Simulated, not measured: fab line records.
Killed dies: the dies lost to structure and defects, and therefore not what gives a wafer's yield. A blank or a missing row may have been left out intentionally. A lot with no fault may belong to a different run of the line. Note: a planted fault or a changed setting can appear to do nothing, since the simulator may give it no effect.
Lot-split experiment / flow n5-finfet / 7 lots, 35 wafers read, on a route of 1938 steps

## ON THE SPLIT
At N5_BEOL_M12_TRENCH_ETCH_34 (etches SiOC in C4F8/O2/Ar, target depth 318.95 nm, time 125.5 s), the setting target-depth-a was moved away from the recipe's 3189.5 angstrom on 10 of the 35 wafers read, by -50.3% to +52.7%. The other wafers ran this setting at the recipe's value.

## FROM THE SPLIT TO THE READING: what the file shows between them, 7 steps
- N5_BEOL_M12_STRIP_70: strips in C4F8/O2/Ar
- N5_BEOL_M12_OCD_MEAS_35
- N5_BEOL_M12_STRIP_37: strips in N2/H2
- N5_BEOL_M12_ETCH_38: etches SiCN in CF4/N2, target depth 68.7 nm, time 73.4 s
- N5_BEOL_M12_ECD_47: material Cu, target thk 720 nm
- N5_BEOL_M12_ANNEAL_48: time 90 s
- N5_BEOL_M12_CMP_49: polishes, stops on SiOC, t overpolish 20.6 s, target thk 320 nm

## THE READING
M12_THK, in nm, at N5_BEOL_M12_THK_MEAS_50 (measures by xrf). Typical for fault-free wafers on this fab line: 322 nm, with standard deviation 4.5 nm.

wafer=L074.1; tool, chamber at the split=rie-diel-04, 0; target-depth-a as run, angstrom=3189.5; against the recipe=recipe; M12_THK, nm=320; against lot-mates on the recipe=-
wafer=L074.3; tool, chamber at the split=rie-diel-04, 1; target-depth-a as run, angstrom=3189.5; against the recipe=recipe; M12_THK, nm=321; against lot-mates on the recipe=-
wafer=L074.4; tool, chamber at the split=rie-diel-04, 3; target-depth-a as run, angstrom=3189.5; against the recipe=recipe; M12_THK, nm=319; against lot-mates on the recipe=-
wafer=L074.5; tool, chamber at the split=rie-diel-04, 1; target-depth-a as run, angstrom=3189.5; against the recipe=recipe; M12_THK, nm=319; against lot-mates on the recipe=-
wafer=L074.6; tool, chamber at the split=rie-diel-04, 0; target-depth-a as run, angstrom=3189.5; against the recipe=recipe; M12_THK, nm=323; against lot-mates on the recipe=-
wafer=L078.1; tool, chamber at the split=rie-diel-02, 3; target-depth-a as run, angstrom=1584; against the recipe=-50.3%; M12_THK, nm=161; against lot-mates on the recipe=-164
wafer=L078.2; tool, chamber at the split=rie-diel-02, 0; target-depth-a as run, angstrom=3189.5; against the recipe=recipe; M12_THK, nm=328; against lot-mates on the recipe=-
wafer=L078.3; tool, chamber at the split=rie-diel-02, 2; target-depth-a as run, angstrom=1584; against the recipe=-50.3%; M12_THK, nm=164; against lot-mates on the recipe=-161
wafer=L078.4; tool, chamber at the split=rie-diel-02, 1; target-depth-a as run, angstrom=3189.5; against the recipe=recipe; M12_THK, nm=322; against lot-mates on the recipe=-
wafer=L078.5; tool, chamber at the split=rie-diel-02, 1; target-depth-a as run, angstrom=1584; against the recipe=-50.3%; M12_THK, nm=162; against lot-mates on the recipe=-163
wafer=L078.6; tool, chamber at the split=rie-diel-02, 0; target-depth-a as run, angstrom=3189.5; against the recipe=recipe; M12_THK, nm=325; against lot-mates on the recipe=-
wafer=L081.3; tool, chamber at the split=rie-diel-04, 1; target-depth-a as run, angstrom=3189.5; against the recipe=recipe; M12_THK, nm=328; against lot-mates on the recipe=-
wafer=L081.5; tool, chamber at the split=rie-diel-04, 1; target-depth-a as run, angstrom=3189.5; against the recipe=recipe; M12_THK, nm=327; against lot-mates on the recipe=-
wafer=L081.6; tool, chamber at the split=rie-diel-04, 2; target-depth-a as run, angstrom=4420; against the recipe=+38.6%; M12_THK, nm=451; against lot-mates on the recipe=+124
wafer=L083.1; tool, chamber at the split=rie-diel-04, 1; target-depth-a as run, angstrom=4869; against the recipe=+52.7%; M12_THK, nm=492; against lot-mates on the recipe=+170
wafer=L083.2; tool, chamber at the split=rie-diel-04, 3; target-depth-a as run, angstrom=3189.5; against the recipe=recipe; M12_THK, nm=325; against lot-mates on the recipe=-
wafer=L083.3; tool, chamber at the split=rie-diel-04, 0; target-depth-a as run, angstrom=4869; against the recipe=+52.7%; M12_THK, nm=493; against lot-mates on the recipe=+171
wafer=L083.4; tool, chamber at the split=rie-diel-04, 2; target-depth-a as run, angstrom=3189.5; against the recipe=recipe; M12_THK, nm=320; against lot-mates on the recipe=-
wafer=L083.5; tool, chamber at the split=rie-diel-04, 0; target-depth-a as run, angstrom=4869; against the recipe=+52.7%; M12_THK, nm=493; against lot-mates on the recipe=+171
wafer=L083.6; tool, chamber at the split=rie-diel-04, 1; target-depth-a as run, angstrom=3189.5; against the recipe=recipe; M12_THK, nm=321; against lot-mates on the recipe=-
wafer=L088.1; tool, chamber at the split=rie-diel-04, 1; target-depth-a as run, angstrom=3189.5; against the recipe=recipe; M12_THK, nm=327; against lot-mates on the recipe=-
wafer=L088.4; tool, chamber at the split=rie-diel-04, 1; target-depth-a as run, angstrom=3189.5; against the recipe=recipe; M12_THK, nm=325; against lot-mates on the recipe=-
wafer=L088.5; tool, chamber at the split=rie-diel-04, 3; target-depth-a as run, angstrom=3189.5; against the recipe=recipe; M12_THK, nm=322; against lot-mates on the recipe=-
wafer=L093.1; tool, chamber at the split=rie-diel-02, 3; target-depth-a as run, angstrom=3189.5; against the recipe=recipe; M12_THK, nm=321; against lot-mates on the recipe=-
wafer=L093.2; tool, chamber at the split=rie-diel-02, 2; target-depth-a as run, angstrom=3189.5; against the recipe=recipe; M12_THK, nm=328; against lot-mates on the recipe=-
wafer=L093.3; tool, chamber at the split=rie-diel-02, 1; target-depth-a as run, angstrom=3189.5; against the recipe=recipe; M12_THK, nm=319; against lot-mates on the recipe=-
wafer=L093.4; tool, chamber at the split=rie-diel-02, 0; target-depth-a as run, angstrom=3189.5; against the recipe=recipe; M12_THK, nm=324; against lot-mates on the recipe=-
wafer=L093.5; tool, chamber at the split=rie-diel-02, 3; target-depth-a as run, angstrom=3189.5; against the recipe=recipe; M12_THK, nm=321; against lot-mates on the recipe=-
wafer=L093.6; tool, chamber at the split=rie-diel-02, 2; target-depth-a as run, angstrom=3189.5; against the recipe=recipe; M12_THK, nm=326; against lot-mates on the recipe=-
wafer=L087.1; tool, chamber at the split=rie-diel-04, 0; target-depth-a as run, angstrom=4524; against the recipe=+41.8%; M12_THK, nm=458; against lot-mates on the recipe=+137
wafer=L087.2; tool, chamber at the split=rie-diel-04, 1; target-depth-a as run, angstrom=3189.5; against the recipe=recipe; M12_THK, nm=326; against lot-mates on the recipe=-
wafer=L087.3; tool, chamber at the split=rie-diel-04, 3; target-depth-a as run, angstrom=4524; against the recipe=+41.8%; M12_THK, nm=458; against lot-mates on the recipe=+137
wafer=L087.4; tool, chamber at the split=rie-diel-04, 2; target-depth-a as run, angstrom=3189.5; against the recipe=recipe; M12_THK, nm=317; against lot-mates on the recipe=-
wafer=L087.5; tool, chamber at the split=rie-diel-04, 1; target-depth-a as run, angstrom=4524; against the recipe=+41.8%; M12_THK, nm=461; against lot-mates on the recipe=+140
wafer=L087.6; tool, chamber at the split=rie-diel-04, 2; target-depth-a as run, angstrom=3189.5; against the recipe=recipe; M12_THK, nm=320; against lot-mates on the recipe=-

THE FIT
A straight line over all 35 wafers: M12_THK changes by +3.22 nm for each +1% of target-depth-a; r = +1.00; the points scatter about the line by 3 nm.
The same after taking each lot's own level away (the mean of its wafers on the recipe; 35 wafers): +3.25 nm for each +1%; r = +1.00; scatter 2.4 nm.
According to that fit, moving target-depth-a by its largest amount changes the reading by 1.7e+02 nm.
Across the lots, their own levels run from 320.4 to 327.5 nm, a range of 1.6 times the standard deviation given above.
Consequently the slope shifts little with the lot-to-lot level, the two slopes agreeing.
Check: for one of the wafers moved furthest among these (+52.7%), held out of the fit, the line's prediction against its lot-mates is +171 nm. It came out at +170 nm against them.

## THE WHOLE CHAIN: every reading that the file lists as answering this split, in the file's order
step=N5_BEOL_M12_TRENCH_ETCH_34; what it does=etches SiOC in C4F8/O2/Ar, target depth 318.95 nm, time 125.5 s; reading=etch.depth-nm (the simulator's own value, which no gauge read); change (the file's fit)=+3.24 nm for each +1% of the setting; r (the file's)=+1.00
step=N5_BEOL_M12_OCD_MEAS_35; what it does=; reading=trench-depth-nm; change (the file's fit)=+3.23 nm for each +1% of the setting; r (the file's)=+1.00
step=N5_BEOL_M12_CMP_49; what it does=polishes, stops on SiOC, t overpolish 20.6 s, target thk 320 nm; reading=Cu_of_BEOL_M12_ECD_47.thk-nm (the simulator's own value, which no gauge read); change (the file's fit)=+3.24 nm for each +1% of the setting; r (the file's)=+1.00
step=N5_BEOL_M12_THK_MEAS_50; what it does=measures by xrf; reading=M12_THK; change (the file's fit)=+3.24 for each +1% of the setting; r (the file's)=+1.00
step=N5_BEOL_M12_RS_MEAS_54; what it does=measures by four-point-probe; reading=M12_RS; change (the file's fit)=not straight: 0.1234 at the lowest setting, 0.0595 at the recipe, 0.0384 at the highest; r (the file's)=not given

## THE FILE'S OWN FIT
M12_THK changes by +3.24 nm for each +1% of target-depth-a, r = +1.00.
